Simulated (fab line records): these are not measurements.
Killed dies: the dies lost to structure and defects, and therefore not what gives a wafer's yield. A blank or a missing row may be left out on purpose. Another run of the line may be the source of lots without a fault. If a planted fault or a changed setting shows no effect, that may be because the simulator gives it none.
Problem report, 8D (eight disciplines) form, completed by code	flow n5-finfet	the parts of the form that need people (team, actions taken, sign-off) are left out

1. WHAT WENT WRONG
rf-fwd-power-W at N5_BEOL_M0_ETCH_138 reads a mean of 625.0 W on 1 wafer of 1 lot; wafers without a fault read 386.5 W with a standard deviation of 1.8. That is +99 or more standard deviations from the usual mean.
The step: etches SiCN in CH3F/O2, target depth 12 nm, time 31.6 s.
Earliest sighting: wafer L531.3 on rie-diel-05 at day 9 19:28. The record has a number at this step for 24 wafers belonging to 8 lots. By rule, "out" or "out of limits" means more than 4 standard deviations away from the usual mean. The other wafers with a number count as sound.

2. WHAT IT IS; WHAT IT IS NOT
question	is	is not
which readings at this step	rf-fwd-power-W, etch-rf-on-time-s, rf-vpp-V	drypump-motor-current-A, oes-product-au, showerhead-plenum-p-Torr, throttle-valve-pct
which lots	L531	L516, L517, L519, L522, L524, L526, L537
which wafers of those lots	L531.3	L531.1, L531.4
read on which tools	rie-diel-05	rie-diel-01, rie-diel-06
when	from day 9 19:28	up to then (20 sound wafers); but 3 sound wafers of L537 came after

3. THE SUSPECTS, EACH WITH WHAT RULES IT OUT
Counting: any tool at a process step up to the reading remains a suspect provided it ran every lot that is out. Sound lots after the first of them don't rule it out here, since some wafers of a struck lot are sound.
- rie-diel-03 at N5_BEOL_M0_SAQP_ETCH_73 (etches SiARC in CF4, target depth 19.5 nm, time 32.5 s): kept. It processed L531, the lot that is out, at day 9 17:56, and its most recent sound lot before then was L526 at day 8 14:19.
- rie-diel-05 at N5_BEOL_M0_ETCH_138 (etches SiCN in CH3F/O2, target depth 12 nm, time 31.6 s): kept. It processed L531, the lot that is out, at day 9 19:28, and its most recent sound lot before then was L522 at day 7 14:53. Out on those wafers are its own readings of etch-rf-on-time-s, rf-fwd-power-W, rf-vpp-V.
- Within rie-diel-03 at N5_BEOL_M0_SAQP_ETCH_73: the wafers that are out ran in chamber 1; their sound lot-mates ran in chambers 0, 3.
- Within rie-diel-05 at N5_BEOL_M0_ETCH_138: the wafers that are out ran in chamber 0; their sound lot-mates ran in chambers 1, 2.
Remaining after the count are rie-diel-03 at N5_BEOL_M0_SAQP_ETCH_73 and rie-diel-05 at N5_BEOL_M0_ETCH_138.

4. THE CAUSE (what the simulator had put in)
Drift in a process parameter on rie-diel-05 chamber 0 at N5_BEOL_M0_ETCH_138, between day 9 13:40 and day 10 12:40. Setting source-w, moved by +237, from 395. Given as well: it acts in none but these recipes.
Of the 2 suspects that counting leaves, this tool is one.

5. SEQUENCE OF EFFECTS, ordered by route
Each row: a reading whose mean over the struck wafers that have a number lies more than 3 standard deviations from the usual. Scope: only readings with a usual standard deviation given in the record; hours: median across lots of the time from each lot's start at the first step in this table that gives one to its start at this step; sigmas: change in usual standard deviations.
hours	step	reading	usual	on struck wafers	change	sigmas
0	N5_BEOL_M0_ETCH_138	etch-rf-on-time-s	29.1 s	24.2	-4.9	-6.1
0	N5_BEOL_M0_ETCH_138	rf-fwd-power-W	386.5 W	625.0	+238.5	+99 or more
0	N5_BEOL_M0_ETCH_138	rf-vpp-V	297.4 V	253.0	-44.4	-26
The process steps in it:
- N5_BEOL_M0_ETCH_138: etches SiCN in CH3F/O2, target depth 12 nm, time 31.6 s.
At these later measuring or inspecting steps, every struck wafer for which the step has a row has a number for every such reading, and none has moved that far: N5_BEOL_M4_RC_MEAS_101.

6. HOW IT WOULD HAVE BEEN CAUGHT EARLIER
6 hours passed between the start of the fault at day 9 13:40 and the first reading out of limits in this record, taken at day 9 19:28.
